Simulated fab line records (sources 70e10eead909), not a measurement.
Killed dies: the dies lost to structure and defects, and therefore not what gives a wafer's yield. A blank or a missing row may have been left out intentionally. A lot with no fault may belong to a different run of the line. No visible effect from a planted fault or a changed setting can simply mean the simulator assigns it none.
Matching of chambers    flow nandHarc    NHARC_A_CHANNEL_HOLE_D1_DEP_01 on pecvd-03 has 3 sister chambers
The step deposits SiON, target thk 140 nm. 6 wafers are shown with their chamber, then 12 later ones without.

WAFERS PAIRED WITH THEIR CHAMBERS
wafer   chamber  heaterPowerW (W)  susceptorTempC (C)
L083.2  0        797               400.14
L083.4  0        817               400.25
L083.6  2        738               399.90
L083.1  1        835               400.35
L083.3  2        719               399.92
L083.5  1        823               400.06

WAFERS MISSING THEIR CHAMBER
wafer   heaterPowerW (W)  susceptorTempC (C)
L085.1  808               400.40
L085.4  835               400.06
L085.5  740               399.86
L087.2  664               399.82
L087.4  827               399.94
L087.5  820               399.90
L086.1  833               399.81
L086.4  857               400.39
L086.6  766               400.35
L091.1  704               399.84
L091.4  750               400.50
L091.6  829               399.73

EACH ONE'S CHAMBER
wafer   from the rows above           in truth
L085.1  can't be placed: 0 or 1       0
L085.4  can't be placed: 1 or 0       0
L085.5  2                             2
L087.2  2                             2
L087.4  can't be placed: 1 or 0       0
L087.5  can't be placed: 1 or 0       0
L086.1  can't be placed: 1 or 0       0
L086.4  can't be placed: 1 or 0       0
L086.6  can't be placed: 0 or 2 or 1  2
L091.1  2                             2
L091.4  can't be placed: 2 or 0 or 1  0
L091.6  can't be placed: 1 or 0       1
3 of 12 placed correctly. Cannot be placed on the basis of these rows: 9; the candidates contain the true chamber in 9. Number placed wrongly: 0.
How it was worked out, from the rows above alone: a wafer's distance from a chamber is the root of the sum, over the readings, of the square of ((its reading less the chamber's mean) divided by the reading's scatter). If the next closest chamber is less than 2 further off than the closest, the wafer can't be placed; otherwise it belongs to the closest. Each chamber's mean is taken over the wafers shown for it. The scatter: the root of (the sum of the squares of (reading less its chamber's mean) over the shown wafers, divided by (wafers less chambers)).
